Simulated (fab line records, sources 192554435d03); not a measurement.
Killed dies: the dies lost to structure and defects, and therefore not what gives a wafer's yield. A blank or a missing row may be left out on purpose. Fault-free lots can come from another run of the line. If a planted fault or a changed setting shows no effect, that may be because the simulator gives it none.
Chamber matching || flow n5Finfet || 4 sister chambers for N5_SD_EPI_N_SD_RECESS_17 on rieSi-02
The step chemistry HBr/Cl2/O2, target depth 41 nm, time 23.7 s, bt time 3 s. 14 wafers are shown with their chamber, then 7 later ones without.

## WAFERS WITH THEIR CHAMBER
{"wafer": "L074.1", "chamber": 0, "drypumpMotorCurrentA (A)": 5.8, "throttleValvePct (%)": 37.3, "heBacksideLeakSccm (sccm)": 2.5}
{"wafer": "L074.4", "chamber": 1, "drypumpMotorCurrentA (A)": 6.3, "throttleValvePct (%)": 36.6, "heBacksideLeakSccm (sccm)": 2.9}
{"wafer": "L074.6", "chamber": 1, "drypumpMotorCurrentA (A)": 6.3, "throttleValvePct (%)": 36.6, "heBacksideLeakSccm (sccm)": 3.0}
{"wafer": "L075.2", "chamber": 3, "drypumpMotorCurrentA (A)": 6.5, "throttleValvePct (%)": 37.0, "heBacksideLeakSccm (sccm)": 2.6}
{"wafer": "L075.3", "chamber": 1, "drypumpMotorCurrentA (A)": 6.3, "throttleValvePct (%)": 36.6, "heBacksideLeakSccm (sccm)": 2.8}
{"wafer": "L075.6", "chamber": 2, "drypumpMotorCurrentA (A)": 5.7, "throttleValvePct (%)": 36.7, "heBacksideLeakSccm (sccm)": 3.0}
{"wafer": "L085.1", "chamber": 3, "drypumpMotorCurrentA (A)": 6.5, "throttleValvePct (%)": 37.0, "heBacksideLeakSccm (sccm)": 2.7}
{"wafer": "L085.3", "chamber": 1, "drypumpMotorCurrentA (A)": 6.3, "throttleValvePct (%)": 36.6, "heBacksideLeakSccm (sccm)": 2.8}
{"wafer": "L085.5", "chamber": 3, "drypumpMotorCurrentA (A)": 6.5, "throttleValvePct (%)": 37.1, "heBacksideLeakSccm (sccm)": 2.6}
{"wafer": "L088.1", "chamber": 3, "drypumpMotorCurrentA (A)": 6.5, "throttleValvePct (%)": 37.0, "heBacksideLeakSccm (sccm)": 2.6}
{"wafer": "L088.4", "chamber": 1, "drypumpMotorCurrentA (A)": 6.3, "throttleValvePct (%)": 36.6, "heBacksideLeakSccm (sccm)": 2.9}
{"wafer": "L088.5", "chamber": 1, "drypumpMotorCurrentA (A)": 6.3, "throttleValvePct (%)": 36.6, "heBacksideLeakSccm (sccm)": 2.9}
{"wafer": "L089.1", "chamber": 0, "drypumpMotorCurrentA (A)": 5.9, "throttleValvePct (%)": 37.3, "heBacksideLeakSccm (sccm)": 2.3}
{"wafer": "L089.4", "chamber": 1, "drypumpMotorCurrentA (A)": 6.3, "throttleValvePct (%)": 36.6, "heBacksideLeakSccm (sccm)": 2.9}

SIGNATURES, as means of the wafers listed above
{"reading": "drypumpMotorCurrentA", "chamber 0": 5.850, "chamber 1": 6.300, "chamber 2": 5.700, "chamber 3": 6.500, "scatter within a chamber": 0.0224}
{"reading": "throttleValvePct", "chamber 0": 37.300, "chamber 1": 36.600, "chamber 2": 36.700, "chamber 3": 37.025, "scatter within a chamber": 0.0274}
{"reading": "heBacksideLeakSccm", "chamber 0": 2.400, "chamber 1": 2.886, "chamber 2": 3.000, "chamber 3": 2.625, "scatter within a chamber": 0.0749}
Rule: for each reading, subtract the chamber's mean from the wafer's reading, divide by that reading's scatter and square the result; add these up over the readings and take the root, which gives the wafer's distance from the chamber. If the next closest chamber is less than 2 further off than the closest, the wafer can't be placed; otherwise it belongs to the closest. The scatter: take each reading less its chamber's mean, square it, sum over the shown wafers, divide by the number of wafers less the number of chambers, and take the root.

## WAFERS WITH NO CHAMBER GIVEN
{"wafer": "L089.6", "drypumpMotorCurrentA (A)": 6.5, "throttleValvePct (%)": 37.0, "heBacksideLeakSccm (sccm)": 2.5}
{"wafer": "L096.4", "drypumpMotorCurrentA (A)": 5.9, "throttleValvePct (%)": 37.3, "heBacksideLeakSccm (sccm)": 2.3}
{"wafer": "L096.5", "drypumpMotorCurrentA (A)": 6.5, "throttleValvePct (%)": 37.0, "heBacksideLeakSccm (sccm)": 2.6}
{"wafer": "L096.6", "drypumpMotorCurrentA (A)": 5.9, "throttleValvePct (%)": 37.3, "heBacksideLeakSccm (sccm)": 2.2}
{"wafer": "L097.2", "drypumpMotorCurrentA (A)": 6.3, "throttleValvePct (%)": 36.6, "heBacksideLeakSccm (sccm)": 2.9}
{"wafer": "L097.3", "drypumpMotorCurrentA (A)": 5.9, "throttleValvePct (%)": 37.3, "heBacksideLeakSccm (sccm)": 2.3}
{"wafer": "L097.6", "drypumpMotorCurrentA (A)": 6.3, "throttleValvePct (%)": 36.6, "heBacksideLeakSccm (sccm)": 2.9}

## EACH ONE'S CHAMBER
{"wafer": "L089.6", "from the rows above": 3, "in truth": 3}
{"wafer": "L096.4", "from the rows above": 0, "in truth": 0}
{"wafer": "L096.5", "from the rows above": 3, "in truth": 3}
{"wafer": "L096.6", "from the rows above": 0, "in truth": 0}
{"wafer": "L097.2", "from the rows above": 1, "in truth": 1}
{"wafer": "L097.3", "from the rows above": 0, "in truth": 0}
{"wafer": "L097.6", "from the rows above": 1, "in truth": 1}
Correct placement for 7 of the 7. From these rows, 0 cannot be placed. Wrongly placed: 0.
